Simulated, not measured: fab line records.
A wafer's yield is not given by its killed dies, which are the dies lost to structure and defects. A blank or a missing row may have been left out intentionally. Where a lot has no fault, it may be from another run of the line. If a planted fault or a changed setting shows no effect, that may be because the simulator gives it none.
What tool caused it?	flow nand harc	42 wafers from 14 lots sampled at 5 of the route's 1302 steps

WHAT THE GAUGES READ, wafer by wafer
NHARC_P_BONDPAD_THK_MEAS_33: measures by ellipsometry.
lot	measured	on	thk nm (nm)
L643	day 7 05:52	film metro-02	198.7 203.4 202.0
L644	day 7 13:45	film metro-01	201.8 202.0 201.2
L646	day 8 06:06	film metro-02	200.0 199.1 200.2
L647	day 8 12:04	film metro-02	199.2 200.1 200.8
L648	day 9 00:58	film metro-02	199.9 201.3 202.0
L649	day 9 08:38	film metro-01	198.3 202.1 199.8
L650	day 9 23:22	film metro-01	199.4 200.4 198.3
L656	day 12 16:01	film metro-02	203.0 200.1 202.7
L658	day 13 15:32	film metro-02	198.0 201.9 196.1
L659	day 13 16:16	film metro-02	201.2 199.6 199.8
L660	day 13 23:05	film metro-02	200.5 200.8 200.6
L661	day 14 07:07	film metro-02	200.0 199.9 201.0
L662	day 14 21:02	film metro-02	201.0 202.6 200.8
L664	day 15 19:05	film metro-01	201.2 202.0 199.7

NHARC_P_BONDPAD_OVL_MEAS_38.
lot	measured	on	overlay x nm (nm)	overlay y nm (nm)
L643	day 7 06:31	overlay-01	-6 -6 -6	1 0 0
L644	day 7 14:24	overlay-02	1 0 1	-6 -6 -5
L646	day 8 06:38	overlay-02	-8 -8 -8	-6 -6 -6
L647	day 8 12:43	overlay-02	-8 -8 -8	-9 -10 -10
L648	day 9 01:39	overlay-01	4 3 3	3 3 3
L649	day 9 09:17	overlay-02	0 0 0	0 0 1
L650	day 10 00:02	overlay-01	5 5 5	-8 -7 -7
L656	day 12 16:40	overlay-02	6 6 6	5 6 5
L658	day 13 16:04	overlay-02	-1 0 -1	-11 -10 -11
L659	day 13 16:55	overlay-02	-10 -10 -9	-3 -3 -3
L660	day 13 23:44	overlay-02	4 4 5	9 9 8
L661	day 14 07:47	overlay-02	-2 -3 -2	-1 -1 -1
L662	day 14 21:42	overlay-02	17 17 16	-3 -4 -4
L664	day 15 19:37	overlay-01	10 10 10	-4 -5 -5

NHARC_P_BONDPAD_CD_MEAS_13.
lot	measured	on	cd nm (nm)
L643	day 7 06:58	cd sem-01	495.9 498.3 498.5
L644	day 7 14:50	cd sem-01	503.1 497.8 498.1
L646	day 8 07:05	cd sem-01	500.0 497.4 497.9
L647	day 8 13:10	cd sem-02	497.5 497.9 498.4
L648	day 9 02:05	cd sem-03	497.1 495.2 497.1
L649	day 9 09:44	cd sem-01	496.5 495.8 497.4
L650	day 10 00:28	cd sem-03	498.8 498.0 495.2
L656	day 12 17:06	cd sem-03	501.7 500.5 499.5
L658	day 13 16:34	cd sem-03	494.8 496.9 495.7
L659	day 13 17:22	cd sem-03	501.8 497.6 497.5
L660	day 14 00:11	cd sem-01	502.4 498.7 498.6
L661	day 14 08:13	cd sem-03	497.7 500.2 500.7
L662	day 14 22:09	cd sem-01	500.7 500.7 496.5
L664	day 15 20:04	cd sem-01	497.0 500.0 497.6

NHARC_P_BONDPAD_THK_MEAS_20: measures by xrf.
lot	measured	on	thk nm (nm)
L643	day 7 08:59	film metro-01	159.5 159.7 162.3
L644	day 7 16:52	film metro-02	161.9 159.9 161.0
L646	day 8 09:08	film metro-02	161.8 159.4 160.1
L647	day 8 15:35	film metro-02	162.8 160.4 159.3
L648	day 9 04:11	film metro-01	157.7 157.5 159.4
L649	day 9 11:49	film metro-02	30.6 29.8 28.4
L650	day 10 02:31	film metro-02	29.2 29.4 29.5
L656	day 12 19:08	film metro-02	165.0 159.8 160.8
L658	day 13 18:35	film metro-01	160.8 158.4 160.0
L659	day 13 19:30	film metro-01	160.2 156.1 160.4
L660	day 14 02:12	film metro-01	160.3 160.8 162.2
L661	day 14 10:15	film metro-02	161.7 160.0 162.0
L662	day 15 00:11	film metro-01	162.4 161.8 162.7
L664	day 15 22:05	film metro-01	162.5 162.9 161.8

EACH LOT AND THE TOOL THAT RAN IT (in order: tool; ch and the chambers of the sampled wafers; start)
lot	NHARC_P_BONDPAD_ECD_18
L643	ecd cu-02 ch 0,1, day 7 08:00
L644	ecd cu-01 ch 0,1, day 7 15:53
L646	ecd cu-01 ch 0,1, day 8 08:04
L647	ecd cu-01 ch 0, day 8 14:32
L648	ecd cu-02 ch 0,1, day 9 03:12
L649	ecd cu-01 ch 0,1, day 9 10:49
L650	ecd cu-02 ch 0,1, day 10 01:30
L656	ecd cu-02 ch 0, day 12 18:05
L658	ecd cu-02 ch 0,1, day 13 17:35
L659	ecd cu-01 ch 0,1, day 13 18:23
L660	ecd cu-01 ch 0,1, day 14 01:16
L661	ecd cu-01 ch 0,1, day 14 09:13
L662	ecd cu-01 ch 0,1, day 14 23:17
L664	ecd cu-02 ch 0,1, day 15 21:02
- NHARC_P_BONDPAD_ECD_18: material Cu, target thk 400 nm.

AS READ BY THE TOOLS THEMSELVES (means over the sampled wafers that have a number; for cases with no such wafer, the mark the record gives instead)
NHARC_P_BONDPAD_ECD_18.
lot	tool	bath heat duty pct (%)	bath temp c (C)
L643	ecd cu-02	6.3	25.01
L644	ecd cu-01	6.9	25.04
L646	ecd cu-01	7.6	24.99
L647	ecd cu-01	7.0	25.12
L648	ecd cu-02	7.3	24.96
L649	ecd cu-01	-	-
L650	ecd cu-02	-	-
L656	ecd cu-02	7.9	25.02
L658	ecd cu-02	7.0	24.94
L659	ecd cu-01	7.2	25.09
L660	ecd cu-01	7.1	24.96
L661	ecd cu-01	7.2	24.90
L662	ecd cu-01	7.4	25.02
L664	ecd cu-02	7.3	25.01

THE ANSWER, worked out from the rows above alone
Rule: what is usual is taken from the lots themselves. The widest of any qualifying gaps counts: lots, ordered by their means at a reading, are off when they make up no more than a third of the lots, leave a main group of 4 or more, and stand apart from it by 3 or more times the standard deviation of that group's means. The tables above print the reading to a certain number of digits; a main group whose means all agree to those digits is not used. A lot without any number at a reading at which 4 lots or more have one is off too. Any other lot the step has rows for is counted as sound. The gauges are gone through in route order, then the tools' own readings, and for those a lot's mean is taken as printed above. The first step at which some lot is off is used, and at that step the reading that is off furthest; a lot without a number counts as furthest.
Off at NHARC_P_BONDPAD_THK_MEAS_20 (thk nm): L649, L650. Main group: mean 160.7 nm, sd 1.2.
A tool fits if, at a process step before that reading, it ran every lot that is off, and no sound lot after the first of them. The gauges at NHARC_P_BONDPAD_THK_MEAS_20 aren't tried: what is off there is off at NHARC_P_BONDPAD_ECD_18 too, on other tools, and a gauge's error can't cause that. Of those tried, none fits.

WHAT THE SIMULATOR HAD PUT IN
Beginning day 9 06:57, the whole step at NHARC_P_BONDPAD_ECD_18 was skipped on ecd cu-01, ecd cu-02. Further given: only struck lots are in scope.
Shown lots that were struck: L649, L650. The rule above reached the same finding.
